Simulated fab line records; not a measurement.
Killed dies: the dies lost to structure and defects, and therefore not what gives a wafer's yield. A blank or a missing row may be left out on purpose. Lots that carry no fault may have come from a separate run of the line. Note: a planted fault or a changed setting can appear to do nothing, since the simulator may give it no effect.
fab line records ; flow n5-finfet
[record] lots = 7; wafers = 21; last-day = 18
route steps=1938 shown BEOL_M3@960 BEOL_M4@1111 PASSIVATION@1936
lots that met no fault: from a run of the same line without faults
start-h: hours from the record's first day to the start of the lot's first wafer shown ; wait-h: how many hours have passed since the lot's step before this one ; " repeats the value in the row above ; L1.1+2: a single row standing in for several wafers ; - no value present, or no start provided ; * or withheld: withheld ; < > ~ a bound
route shown NAME@n: names a module that has steps shown in the file, with the first one's number in the route ; usual: the fault-free wafers' mean and standard deviation ; same: alike in all rows ; chamber/n: place in a boat ; sites: each site's reading ; _std_site: how widely they spread, as a standard deviation ; _edge_site: mean of outer sites minus mean of inner sites ; radius-mm: how far each site lies from the wafer's centre ; mask NAME#n: copy n ; behind: tool/chamber where the wafer was last shaped ; hold: what put the lot on hold/how long, in hours/how the hold closed ; device: whichever transistor did not switch (one of n, p or np) ; end of line: at the end of the route, the tests of the same wafers ; where a step has no rows: the recipe by itself ; killed: the dies lost at the first sort to structure and to defects; this is not the yield of the wafer ; map: a wafer's dies, x killed, . not, _ none there
set.NAME: setting as actually run; set.NAME@STEP: the setting as run at that earlier step ; model.NAME: the simulator's own value behind a step, which no gauge read
a table for each step, a row for each wafer; lots at some steps of the route
services: a tool's chamber out of use, with start hour (start-h, from the record's first day; less than 0 if before it), hours out, and reason
[[steps]]
[step N5_BEOL_M3_COAT_22]
[recipe] resist = CAR-EUV; spin-rpm = 1500; resist-thk-nm = 30
[step N5_BEOL_M3_EBR_24]
[recipe] solvent = PGMEA; ebr-width-mm = 1.5
[step N5_BEOL_M3_SOFTBAKE_23]
[recipe] temp-c = 110; time-s = 60; resist = CAR-EUV
[step N5_BEOL_M3_EXPOSE_25]
[recipe] mask-id = V2; na = 0.33; source-shape = quasar; sigma-inner = 0.2; sigma-outer = 0.8; polarization = unpolarized; defocus-nm = 5; dose-mj = 63
[step N5_BEOL_M3_PEB_26]
[recipe] peb-temp-c = 100; peb-time-s = 60; resist = CAR-EUV
[step N5_BEOL_M3_DEVELOP_27]
[recipe] develop-time-s = 30; developer = TMAH; resist = CAR-EUV; rinse-liquid = surfactant-rinse; dry = air-spin; dev-temp-c = 23
[step N5_BEOL_M3_CD_MEAS_28]
[recipe] target-cd-nm = 25.7; landing-energy-ev = 500; detector = se-inlens; target-cd-y-nm = 23.3; polarity = opening
[usual] cd-nm = 25.71/0.21
lot.wafer;tool;chamber;start-h;wait-h;cd-nm
L395.2;cd-sem-03;0;181.42;-;25.48
L395.4;cd-sem-03;0;181.42;-;25.73
L395.6;cd-sem-03;0;181.42;-;25.68
L397.2;cd-sem-03;0;189.61;-;25.65
L397.4;cd-sem-03;0;189.61;-;25.87
L397.5;cd-sem-03;0;189.61;-;26.13
L399.1;cd-sem-03;0;194.26;-;25.41
L399.2;cd-sem-03;0;194.26;-;25.51
L399.6;cd-sem-03;0;194.26;-;26.11
L400.3;cd-sem-01;0;207.64;-;25.65
L400.4;cd-sem-01;0;207.64;-;25.36
L400.6;cd-sem-01;0;207.64;-;25.82
L401.1;cd-sem-02;0;214.03;-;26.16
L401.3;cd-sem-02;0;214.03;-;25.79
L401.4;cd-sem-02;0;214.03;-;25.84
L408.3;cd-sem-02;0;255.21;-;25.37
L408.5;cd-sem-02;0;255.21;-;25.68
L408.6;cd-sem-02;0;255.21;-;26.04
L413.2;cd-sem-03;0;286.45;-;25.64
L413.3;cd-sem-03;0;286.45;-;25.85
L413.5;cd-sem-03;0;286.45;-;25.53
[step N5_BEOL_M3_OVL_MEAS_29]
[recipe] points-per-wafer = 522
[usual] V2_OVL = 0.0/0.65
lot.wafer;tool;chamber;start-h;wait-h;V2_OVL[nm]
L395.2;overlay-02;0;181.46;0.0;0.8
L395.4;overlay-02;0;181.46;0.0;1.5
L395.6;overlay-02;0;181.46;0.0;1.2
L397.2;overlay-02;0;189.64;0.0;0.8
L397.4;overlay-02;0;189.64;0.0;0.7
L397.5;overlay-02;0;189.64;0.0;0.2
L399.1;overlay-01;0;194.29;0.0;0.1
L399.2;overlay-01;0;194.29;0.0;-0.8
L399.6;overlay-01;0;194.29;0.0;-0.8
L400.3;overlay-02;0;207.68;0.0;-0.5
L400.4;overlay-02;0;207.68;0.0;1.0
L400.6;overlay-02;0;207.68;0.0;-0.4
L401.1;overlay-01;0;214.06;0.0;-0.1
L401.3;overlay-01;0;214.06;0.0;-0.3
L401.4;overlay-01;0;214.06;0.0;0.6
L408.3;overlay-02;0;255.25;0.0;-1.6
L408.5;overlay-02;0;255.25;0.0;-2.1
L408.6;overlay-02;0;255.25;0.0;-0.2
L413.2;overlay-02;0;286.48;0.0;0.2
L413.3;overlay-02;0;286.48;0.0;1.1
L413.5;overlay-02;0;286.48;0.0;0.0
[step N5_BEOL_M3_INSPECT_30]
[recipe] mode = adi; inspect-instrument = brightfield
[usual] raw-defect-count = 408/90
lot.wafer;tool;chamber;start-h;wait-h;raw-defect-count
L395.2;defect-inspect-01;-;181.51;0.0;340
L395.4;defect-inspect-01;-;181.51;0.0;225
L395.6;defect-inspect-01;-;181.51;0.0;266
L397.2;defect-inspect-02;-;189.69;0.0;477
L397.4;defect-inspect-02;-;189.69;0.0;444
L397.5;defect-inspect-02;-;189.69;0.0;619
L399.1;defect-inspect-02;-;194.35;0.1;327
L399.2;defect-inspect-02;-;194.35;0.1;280
L399.6;defect-inspect-02;-;194.35;0.1;379
L400.3;defect-inspect-02;-;207.72;0.0;381
L400.4;defect-inspect-02;-;207.72;0.0;477
L400.6;defect-inspect-02;-;207.72;0.0;423
L401.1;defect-inspect-01;-;214.12;0.1;292
L401.3;defect-inspect-01;-;214.12;0.1;413
L401.4;defect-inspect-01;-;214.12;0.1;323
L408.3;defect-inspect-02;-;255.30;0.0;717
L408.5;defect-inspect-02;-;255.30;0.0;484
L408.6;defect-inspect-02;-;255.30;0.0;670
L413.2;defect-inspect-02;-;286.53;0.0;374
L413.3;defect-inspect-02;-;286.53;0.0;344
L413.5;defect-inspect-02;-;286.53;0.0;295
[step N5_BEOL_M3_DESCUM_33]
[recipe] chemistry = O2; time-s = 7; source-power-w = 50; bias-power-w = 20; pressure-mtorr = 20; rf-frequency-hz = 2.712e+07; temp-c = 40; resist = CAR-EUV; o2-flow-sccm = 225
[usual] drypump-motor-current-A = 5.8/0.45; oes-product-au = 0.79/0.086; rf-vpp-V = 243.7/1.3; showerhead-plenum-p-Torr = 2.12/0.061; throttle-valve-pct = 20.4/0.38
[same] time-s = 7
lot.wafer;tool;chamber;start-h;wait-h;drypump-motor-current-A;oes-product-au;rf-hours-counter-h;rf-vpp-V;showerhead-plenum-p-Torr;throttle-valve-pct
L395.2;rie-diel-04;2;181.54;0.0;5.7;0.73;153;245.9;2.19;20.8
L395.4;rie-diel-04;0;181.54;0.0;5.6;0.72;-;243.6;2.08;20.8
L395.6;rie-diel-04;1;181.54;0.0;6.3;0.73;-;244.3;2.16;20.1
L397.2;rie-diel-03;2;189.73;0.0;5.0;0.79;106;243.2;2.12;20.6
L397.4;rie-diel-03;0;189.73;0.0;5.9;0.75;166;243.7;2.09;20.4
L397.5;rie-diel-03;0;189.73;0.0;5.9;0.74;-;243.7;2.09;20.4
L399.1;rie-diel-02;2;194.39;0.0;6.6;0.91;27;244.3;2.12;19.8
L399.2;rie-diel-02;1;194.39;0.0;5.4;0.84;68;244.0;2.10;19.9
L399.6;rie-diel-02;1;194.39;0.0;5.4;0.84;-;244.4;2.10;19.9
L400.3;rie-diel-02;1;207.76;0.0;5.4;0.83;72;243.7;2.10;19.9
L400.4;rie-diel-02;2;207.76;0.0;6.6;0.89;31;243.2;2.12;19.8
L400.6;rie-diel-02;3;207.76;0.0;6.6;0.90;-;244.6;2.22;20.3
L401.1;rie-diel-04;3;214.15;0.0;5.7;1.00;6;244.4;2.15;19.9
L401.3;rie-diel-04;0;214.15;0.0;5.6;0.71;194;243.6;2.07;20.8
L401.4;rie-diel-04;2;214.15;0.0;5.7;0.72;165;244.1;2.19;20.8
L408.3;rie-diel-02;0;255.39;0.1;5.1;0.69;223;242.6;2.06;20.8
L408.5;rie-diel-02;3;255.39;0.1;6.6;0.88;-;244.4;2.21;20.3
L408.6;rie-diel-02;0;255.39;0.1;5.1;0.69;-;242.0;2.06;20.8
L413.2;rie-diel-04;3;286.57;0.0;5.7;0.94;27;243.6;2.15;19.9
L413.3;rie-diel-04;2;286.57;0.0;5.8;0.70;187;245.9;2.18;20.9
L413.5;rie-diel-04;3;286.57;0.0;5.7;0.93;-;244.0;2.15;19.9
[step N5_BEOL_M3_ETCH_77]
[recipe] chemistry = N2/H2; target = underlayer; target-depth-a = 65; mask-material = CAR-EUV; time-s = 5.2; ion-energy-ev = 200; pressure-mtorr = 30; source-w = 840; bias-w = 150; n2-flow-sccm = 200; h2-flow-sccm = 200; ends = cleared
[usual] drypump-motor-current-A = 5.8/0.45; etch-rf-on-time-s = 5.20/0.13; oes-product-au = 0.67/0.077; rf-vpp-V = 524.9/2.3; showerhead-plenum-p-Torr = 2.58/0.076; throttle-valve-pct = 17.80/0.27
lot.wafer;tool;chamber;start-h;wait-h;drypump-motor-current-A;etch-rf-on-time-s;oes-product-au;rf-hours-counter-h;rf-vpp-V;showerhead-plenum-p-Torr;throttle-valve-pct
L395.2;rie-diel-04;2;181.58;0.0;5.7;5.24;0.63;153;528.0;2.63;18.07
L395.4;rie-diel-04;0;181.58;0.0;5.6;5.30;0.62;-;523.1;2.51;18.03
L395.6;rie-diel-04;1;181.58;0.0;6.3;5.37;0.62;-;524.3;2.64;17.58
L397.2;rie-diel-03;2;189.76;0.0;5.1;5.34;0.67;106;523.1;2.55;17.87
L397.4;rie-diel-03;0;189.76;0.0;6.0;5.31;0.63;166;523.4;2.54;17.91
L397.5;rie-diel-03;0;189.76;0.0;6.0;5.36;0.63;-;523.6;2.54;17.93
L399.1;rie-diel-02;2;194.42;0.0;6.6;5.13;0.76;27;523.6;2.61;17.55
L399.2;rie-diel-02;1;194.42;0.0;5.4;5.11;0.72;68;524.7;2.58;17.52
L399.6;rie-diel-02;1;194.42;0.0;5.4;5.02;0.73;-;524.4;2.58;17.52
L400.3;rie-diel-02;1;207.79;0.0;5.4;5.14;0.71;72;527.7;2.58;17.51
L400.4;rie-diel-02;2;207.79;0.0;6.6;5.22;0.74;31;526.7;2.61;17.56
L400.6;rie-diel-02;3;207.79;0.0;6.6;5.09;0.78;-;526.5;2.71;17.72
L401.1;rie-diel-04;3;214.19;0.0;5.7;4.94;0.87;6;524.9;2.62;17.34
L401.3;rie-diel-04;0;214.19;0.0;5.6;5.25;0.61;194;523.8;2.50;18.06
L401.4;rie-diel-04;2;214.19;0.0;5.7;5.18;0.63;165;526.6;2.63;18.08
L408.3;rie-diel-02;0;255.43;0.0;5.1;5.27;0.57;223;522.0;2.50;18.25
L408.5;rie-diel-02;3;255.43;0.0;6.6;5.14;0.75;-;528.3;2.70;17.75
L408.6;rie-diel-02;0;255.43;0.0;5.1;5.24;0.58;-;523.1;2.50;18.22
L413.2;rie-diel-04;3;286.60;0.0;5.7;4.95;0.81;27;524.6;2.61;17.39
L413.3;rie-diel-04;2;286.60;0.0;5.7;5.26;0.59;187;525.1;2.62;18.14
L413.5;rie-diel-04;3;286.60;0.0;5.7;4.97;0.81;-;525.0;2.61;17.39
[step N5_BEOL_M3_ETCH_69]
[recipe] chemistry = CF4; target = SiARC; target-depth-a = 156; mask-material = CAR-EUV; time-s = 26; ion-energy-ev = 80; pressure-mtorr = 40; source-w = 545; bias-w = 36; Ar_flow_sccm = 100; cf4-flow-sccm = 100; ends = cleared
[usual] drypump-motor-current-A = 5.8/0.45; etch-rf-on-time-s = 26.1/0.62; oes-product-au = 0.67/0.078; rf-vpp-V = 184.5/0.98; showerhead-plenum-p-Torr = 2.17/0.057; throttle-valve-pct = 15.6/0.34
lot.wafer;tool;chamber;start-h;wait-h;drypump-motor-current-A;etch-rf-on-time-s;oes-product-au;rf-hours-counter-h;rf-vpp-V;showerhead-plenum-p-Torr;throttle-valve-pct
L395.2;rie-diel-04;2;181.59;0.0;5.7;25.7;0.63;153;184.1;2.23;16.0
L395.4;rie-diel-04;0;181.59;0.0;5.6;26.3;0.62;-;182.8;2.13;15.9
L395.6;rie-diel-04;1;181.59;0.0;6.3;26.6;0.62;-;184.0;2.21;15.4
L397.2;rie-diel-03;2;189.78;0.0;5.0;26.8;0.68;106;184.5;2.15;15.7
L397.4;rie-diel-03;0;189.78;0.0;5.9;26.7;0.64;166;183.1;2.14;15.7
L397.5;rie-diel-03;0;189.78;0.0;5.9;26.7;0.63;-;184.5;2.14;15.7
L399.1;rie-diel-02;2;194.44;0.0;6.6;25.7;0.77;27;184.4;2.19;15.1
L399.2;rie-diel-02;1;194.44;0.0;5.4;25.2;0.73;68;185.2;2.16;15.2
L399.6;rie-diel-02;1;194.44;0.0;5.4;25.2;0.74;-;184.4;2.16;15.2
L400.3;rie-diel-02;1;207.81;0.0;5.4;25.6;0.71;72;184.5;2.16;15.2
L400.4;rie-diel-02;2;207.81;0.0;6.6;26.1;0.75;31;185.6;2.19;15.1
L400.6;rie-diel-02;3;207.81;0.0;6.6;26.0;0.76;-;185.5;2.26;15.5
L401.1;rie-diel-04;3;214.20;0.0;5.8;24.5;0.86;6;185.2;2.18;15.0
L401.3;rie-diel-04;0;214.20;0.0;5.6;26.5;0.61;194;184.3;2.13;16.0
L401.4;rie-diel-04;2;214.20;0.0;5.7;25.9;0.62;165;185.9;2.22;16.0
L408.3;rie-diel-02;0;255.44;0.0;5.1;26.0;0.59;223;183.8;2.11;16.0
L408.5;rie-diel-02;3;255.44;0.0;6.6;25.8;0.75;-;185.5;2.26;15.5
L408.6;rie-diel-02;0;255.44;0.0;5.1;26.3;0.58;-;183.4;2.11;16.0
L413.2;rie-diel-04;3;286.62;0.0;5.8;24.5;0.82;27;184.2;2.18;15.0
L413.3;rie-diel-04;2;286.62;0.0;5.7;26.3;0.59;187;185.1;2.21;16.0
L413.5;rie-diel-04;3;286.62;0.0;5.7;24.7;0.82;-;182.8;2.18;15.0
[step N5_BEOL_M3_ALD_98]
[recipe] material = SiO2; target-thk-a = 25; temp-c = 100; ald-precursor-family = BDEAS; ald-co-reactant = O2-plasma; pulse-time-s = 1; co-reactant-pulse-time-s = 1; purge-time-s = 2; co-reactant-purge-time-s = 2; ald-cycles = 17; pressure-torr = 2
[usual] ald-cycles = 17/0; chamber-pressure-Torr = 2.000/0.0045; heater-power-w = 76/7.8; precursor-pulse-height-rel = 1.000/0.021
lot.wafer;tool;chamber;start-h;wait-h;ald-cycles;chamber-pressure-Torr;heater-power-w;precursor-pulse-height-rel
L395.2;ald-sin-01;3;181.70;0.1;17;2.000;74;0.999
L395.4;ald-sin-01;2;181.70;0.1;17;2.007;86;0.996
L395.6;ald-sin-01;2;181.70;0.1;17;1.999;90;1.000
L397.2;ald-sin-01;1;189.86;0.1;17;1.999;65;0.968
L397.4;ald-sin-01;2;189.86;0.1;17;2.003;88;0.992
L397.5;ald-sin-01;3;189.86;0.1;17;2.000;72;0.991
L399.1;ald-sin-02;3;194.52;0.1;-;-;-;-
L399.2;ald-sin-02;2;194.52;0.1;-;-;-;-
L399.6;ald-sin-02;2;194.52;0.1;-;-;-;-
L400.3;ald-sin-02;0;208.29;0.5;-;-;-;-
L400.4;ald-sin-02;1;208.29;0.5;-;-;-;-
L400.6;ald-sin-02;1;208.29;0.5;-;-;-;-
L401.1;ald-sin-01;3;214.32;0.1;-;-;-;-
L401.3;ald-sin-01;1;214.32;0.1;-;-;-;-
L401.4;ald-sin-01;0;214.32;0.1;-;-;-;-
L408.3;ald-sin-04;3;255.60;0.1;17;2.002;89;0.960
L408.5;ald-sin-04;2;255.60;0.1;17;2.001;92;0.995
L408.6;ald-sin-04;3;255.60;0.1;17;2.000;89;1.023
L413.2;ald-sin-02;0;286.70;0.1;17;1.998;73;1.017
L413.3;ald-sin-02;2;286.70;0.1;17;2.003;79;1.003
L413.5;ald-sin-02;1;286.70;0.1;17;1.996;68;1.012
[step N5_BEOL_M3_ETCHBACK_99]
[recipe] chemistry = CHF3; target = SiO2; target-depth-a = 50; time-s = 10.4; source-w = 215; bias-w = 47; Ar_flow_sccm = 200; CHF3_flow_sccm = 12; ion-energy-ev = 100; pressure-mtorr = 30
[usual] drypump-motor-current-A = 5.8/0.49; oes-product-au = 0.78/0.082; rf-vpp-V = 241/5.2; showerhead-plenum-p-Torr = 2.19/0.06; throttle-valve-pct = 17.1/0.35
[same] time-s = 10.4
lot.wafer;tool;chamber;start-h;wait-h;drypump-motor-current-A;oes-product-au;rf-hours-counter-h;rf-vpp-V;showerhead-plenum-p-Torr;throttle-valve-pct
L395.2;rie-diel-03;1;187.92;6.2;6.0;0.74;172;229;2.05;17.2
L395.4;rie-diel-03;2;187.92;6.2;5.0;0.79;105;237;2.16;17.2
L395.6;rie-diel-03;2;187.92;6.2;5.0;0.79;-;238;2.16;17.2
L397.2;rie-diel-04;2;191.14;1.2;5.7;0.73;157;247;2.24;17.4
L397.4;rie-diel-04;2;191.14;1.2;5.7;0.74;-;247;2.24;17.4
L397.5;rie-diel-04;1;191.14;1.2;6.3;0.74;-;247;2.22;16.8
L399.1;rie-diel-02;1;195.24;0.7;5.4;0.84;68;239;2.17;16.7
L399.2;rie-diel-02;0;195.24;0.7;5.1;0.70;204;241;2.13;17.5
L399.6;rie-diel-02;3;195.24;0.7;6.6;0.91;-;244;2.29;17.0
L400.3;rie-diel-03;3;212.19;3.8;5.6;0.87;44;234;2.29;16.8
L400.4;rie-diel-03;2;212.19;3.8;5.0;0.78;113;237;2.16;17.2
L400.6;rie-diel-03;3;212.19;3.8;5.7;0.87;-;233;2.29;16.8
L401.1;rie-diel-04;0;217.52;3.2;5.6;0.72;195;243;2.15;17.5
L401.3;rie-diel-04;3;217.52;3.2;5.7;0.99;7;239;2.18;16.3
L401.4;rie-diel-04;2;217.52;3.2;5.7;0.73;166;246;2.24;17.4
L408.3;rie-diel-04;3;256.72;1.1;5.7;0.96;17;240;2.18;16.4
L408.5;rie-diel-04;2;256.72;1.1;5.7;0.71;-;246;2.24;17.5
L408.6;rie-diel-04;3;256.72;1.1;5.7;0.97;-;240;2.18;16.4
L413.2;rie-diel-04;2;293.60;6.9;5.7;0.71;189;247;2.23;17.5
L413.3;rie-diel-04;0;293.60;6.9;5.6;0.70;218;243;2.14;17.6
L413.5;rie-diel-04;0;293.60;6.9;5.6;0.69;-;241;2.14;17.6
[step N5_BEOL_M4_RC_MEAS_101]
[usual] DIBL_N = 35.9/1.4; DIBL_P = 35.9/1.7; IOFF_N = 0.160/0.026; IOFF_P = 0.21/0.036; ION_N = 672/11; ION_P = 461/8.1; SS_N = 71.4/0.54; SS_P = 73.2/0.67; VT_N = 249.3/2.7; VT_P = -250/3.9
lot.wafer;tool;chamber;start-h;wait-h;DIBL_N[mV/V];DIBL_P[mV/V];IOFF_N[nA/um];IOFF_P[nA/um];ION_N[uA/um];ION_P[uA/um];SS_N[mV/dec];SS_P[mV/dec];VT_N[mV];VT_P[mV]
L395.2;prober-01;0;206.68;0.2;37.3;36.4;0.173;0.21;675;459;72.2;73.3;249.2;-253
L395.4;prober-01;0;206.68;0.2;37.3;36.9;0.181;0.22;679;463;72.2;73.5;247.8;-251
L395.6;prober-01;0;206.68;0.2;35.6;33.8;0.142;0.17;659;450;71.8;73.5;253.4;-256
L397.2;prober-01;0;208.83;0.2;37.1;36.9;0.186;0.25;668;463;71.2;73.8;245.6;-246
L397.4;prober-01;0;208.83;0.2;35.4;33.7;0.149;0.19;678;465;71.2;72.4;249.2;-250
L397.5;prober-01;0;208.83;0.2;35.9;35.5;0.161;0.23;674;477;70.9;73.4;248.7;-245
L399.1;prober-02;0;221.02;0.0;35.1;33.8;0.134;0.17;663;457;71.3;72.8;250.4;-255
L399.2;prober-02;0;221.02;0.0;34.6;33.7;0.127;0.18;668;459;70.5;72.7;252.8;-251
L399.6;prober-02;0;221.02;0.0;37.1;36.7;0.169;0.23;677;460;71.7;72.7;246.9;-247
L400.3;prober-02;0;230.48;0.3;35.7;36.4;0.153;0.22;670;466;71.3;72.6;251.4;-249
L400.4;prober-02;0;230.48;0.3;38.3;38.4;0.190;0.25;676;466;71.0;73.7;246.9;-247
L400.6;prober-02;0;230.48;0.3;33.0;33.0;0.111;0.16;655;455;70.1;71.9;256.8;-255
L401.1;prober-01;0;232.06;0.0;35.1;35.2;0.136;0.16;659;451;71.1;73.5;253.4;-254
L401.3;prober-01;0;232.06;0.0;34.4;34.3;0.121;0.16;644;442;71.2;72.7;253.6;-257
L401.4;prober-01;0;232.06;0.0;35.5;35.0;0.142;0.17;665;451;70.7;73.6;251.3;-255
L408.3;prober-01;0;276.71;0.3;33.5;34.0;0.117;0.17;658;454;71.0;71.9;252.2;-251
L408.5;prober-01;0;276.71;0.3;36.8;36.8;0.183;0.21;661;453;72.2;72.8;247.1;-247
L408.6;prober-01;0;276.71;0.3;35.8;35.9;0.159;0.20;665;457;71.8;72.4;249.5;-250
L413.2;prober-02;0;316.42;0.2;39.0;40.0;0.214;0.25;680;464;72.3;74.7;247.5;-248
L413.3;prober-02;0;316.42;0.2;38.4;39.7;0.194;0.24;668;459;71.7;74.4;249.7;-250
L413.5;prober-02;0;316.42;0.2;35.8;36.9;0.151;0.19;663;456;71.6;73.2;252.8;-254
[step N5_PASSIVATION_PROBE_49]
[usual] defect-limited-yield = 90.9/1.5; killed_at_M0_to_M3 = 35/10; killed_at_M4_up = 14/5.2; killed-at-contacts = 13/7.3; killed-at-front-end = 42/12; killed-at-other = 3.4/2.5; killed-dies = 108/18; killed-on-rim = 14/4.2; killed-open = 70/13; killed-short = 35/8; sort_bin_5_function = 5.4/1; sort_bin_6_memory = 3.4/0.71; sort-n-pass = 1072/18; sort-yield-pct = 90.9/1.5
[same] gross-dies = 1180; killed-at-back-side = 0; sort_bin_4_leakage[%] = 0; sort_bin_8_speed[%] = 0
lot.wafer;tool;chamber;start-h;wait-h;defect-limited-yield[%];killed_at_M0_to_M3;killed_at_M4_up;killed-at-contacts;killed-at-front-end;killed-at-other;killed-dies;killed-on-rim;killed-open;killed-short;sort_bin_5_function[%];sort_bin_6_memory[%];sort-n-pass;sort-yield-pct[%]
L395.2;prober-02;-;303.45;0.1;92.4;18;9;29;28;6;90;12;61;27;4.5;3.0;1090;92.4
L395.4;prober-02;-;303.55;0.2;89.9;38;11;17;46;7;119;16;87;32;6.0;3.6;1061;89.9
L395.6;prober-02;-;303.65;0.3;92.9;20;14;14;34;2;84;12;50;32;4.1;2.9;1096;92.9
L399.1;prober-01;-;317.48;0.0;90.1;44;13;4;55;1;117;14;78;33;5.8;3.6;1063;90.1
L399.2;prober-01;-;317.53;0.1;90.3;44;12;13;44;2;115;14;76;38;5.8;3.7;1065;90.3
L399.6;prober-01;-;317.73;0.3;91.4;33;14;19;34;2;102;19;63;35;4.7;3.5;1078;91.4
L401.1;prober-02;-;341.32;0.0;89.3;46;18;9;52;1;126;14;85;38;6.3;4.2;1054;89.3
L401.3;prober-02;-;341.42;0.1;88.9;40;21;6;63;1;131;23;92;37;7.3;3.6;1049;88.9
L401.4;prober-02;-;341.47;0.2;89.1;41;17;17;47;7;129;21;87;35;6.9;3.8;1051;89.1
// killed by level:class
L395.2 MOL_CONTACT_COAG:geometric-particle:open=26 FIN_SAQP:geometric-particle:open=5 GATE_CUT:geometric-particle:short=5 STI_FIN_REVEAL:geometric-particle:open=4 BEOL_M4:geometric-particle:open=4 BEOL_M3:geometric-particle:short=4 GATE_CUT:geometric-particle:open=3 MOL_CONTACT_COAG:geometric-particle:short=3
L395.4 STI_FIN_REVEAL:geometric-particle:open=18 FIN_SAQP:geometric-particle:open=14 BEOL_M0:geometric-particle:open=14 MOL_CONTACT_COAG:geometric-particle:open=11 BEOL_M2:geometric-particle:open=7 MOL_CONTACT_COAG:geometric-particle:short=6 MIM_TOP:geometric-particle:short=6 FIN_SAQP:geometric-particle:short=5
L395.6 MOL_CONTACT_COAG:geometric-particle:open=13 FIN_SAQP:geometric-particle:short=8 FIN_SAQP:geometric-particle:open=6 STI_FIN_REVEAL:geometric-particle:open=5 BEOL_M0_SAQP:geometric-particle:open=5 BEOL_M0_SAQP:geometric-particle:short=4 GATE_CUT:geometric-particle:short=3 BEOL_M3:geometric-particle:open=3
L399.1 STI_FIN_REVEAL:geometric-particle:open=22 BEOL_M0_SAQP:geometric-particle:open=10 BEOL_M3:geometric-particle:open=9 BEOL_M0_SAQP:geometric-particle:short=6 BEOL_M1:geometric-particle:open=6 FIN_SAQP:geometric-particle:open=5 BEOL_M0:geometric-particle:short=5 HKMG_FIN:area-etch=5
L399.2 STI_FIN_REVEAL:geometric-particle:open=12 BEOL_M3:geometric-particle:open=12 BEOL_M0_SAQP:geometric-particle:short=11 BEOL_M0_SAQP:geometric-particle:open=10 MOL_CONTACT_COAG:geometric-particle:open=9 FIN_SAQP:geometric-particle:open=6 GATE_CUT:geometric-particle:open=6 FIN_SAQP:geometric-particle:short=4
L399.6 MOL_CONTACT_COAG:geometric-particle:open=14 BEOL_M3:geometric-particle:open=11 STI_FIN_REVEAL:geometric-particle:open=9 BEOL_M0_SAQP:geometric-particle:short=7 BEOL_M0_SAQP:geometric-particle:open=6 GATE_CUT:geometric-particle:short=5 BEOL_M4:geometric-particle:open=5 FIN_SAQP:geometric-particle:open=4
L401.1 STI_FIN_REVEAL:geometric-particle:open=13 BEOL_M3:geometric-particle:open=12 BEOL_M0_SAQP:geometric-particle:short=10 BEOL_M4:geometric-particle:open=10 FIN_SAQP:geometric-particle:open=9 MOL_CONTACT_COAG:geometric-particle:open=7 BEOL_M2:geometric-particle:open=7 ILD0:geometric-particle:open=5
L401.3 STI_FIN_REVEAL:geometric-particle:open=14 FIN_SAQP:geometric-particle:open=11 BEOL_M3:geometric-particle:open=9 BEOL_M4:geometric-particle:open=8 DUMMY_GATE:geometric-particle:open=7 BEOL_M0_SAQP:geometric-particle:open=7 BEOL_M0_SAQP:geometric-particle:short=7 FIN_CUT:geometric-particle:short=6
L401.4 MOL_CONTACT_COAG:geometric-particle:open=13 STI_FIN_REVEAL:geometric-particle:open=10 FIN_SAQP:geometric-particle:open=8 BEOL_M0_SAQP:geometric-particle:open=8 BEOL_M4:geometric-particle:open=7 BEOL_M0_SAQP:geometric-particle:short=7 BEOL_M3:geometric-particle:open=7 DUMMY_GATE:geometric-particle:open=6
[[services]]
tool;chamber;start-h;hours;kind
rie-diel-03;-;163.99;0.5;repair
rie-diel-03;2;175.88;5.3;repair
ald-sin-04;-;176.75;14.0;pm
rie-diel-04;3;179.20;-;clean
rie-diel-04;3;179.20;-;consumable-replace:focus-ring
rie-diel-04;3;179.20;17.8;scheduled-down
rie-diel-04;3;179.20;17.8;vent-cycle
rie-diel-02;3;190.09;4.6;repair
ald-sin-01;1;204.48;3.9;repair
ald-sin-04;3;217.49;9.3;repair
rie-diel-03;0;236.50;2.5;repair
ald-sin-02;1;253.99;2.6;repair
rie-diel-04;1;264.02;3.2;repair
rie-diel-02;1;266.25;1.6;repair
ald-sin-01;-;269.50;14.0;pm
ald-sin-01;0;269.50;14.0;vent-cycle
ald-sin-01;1;269.50;14.0;vent-cycle
ald-sin-01;2;269.50;14.0;vent-cycle
ald-sin-01;3;269.50;14.0;vent-cycle
ald-sin-01;0;283.50;-;clean
ald-sin-01;1;283.50;-;clean
ald-sin-01;2;283.50;-;clean
ald-sin-01;3;283.50;-;clean
ald-sin-04;0;288.93;10.3;repair
[[key]]
[first-sign] step = N5_BEOL_M3_ALD_98; reading = tool-record; direction = missing
effect none on later readings
met-at N5_BEOL_M3_ALD_98
struck-wafers L399.1,L399.2,L399.6,L400.3,L400.4,L400.6,L401.1,L401.3,L401.4
onset-between 189.86 194.52
[fault] kind = skipped-step-whole; tool = ald-sin-01,ald-sin-02; chamber = -; onset-h = 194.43; steps = N5_BEOL_M3_ALD_98; scope = struck-lots-only
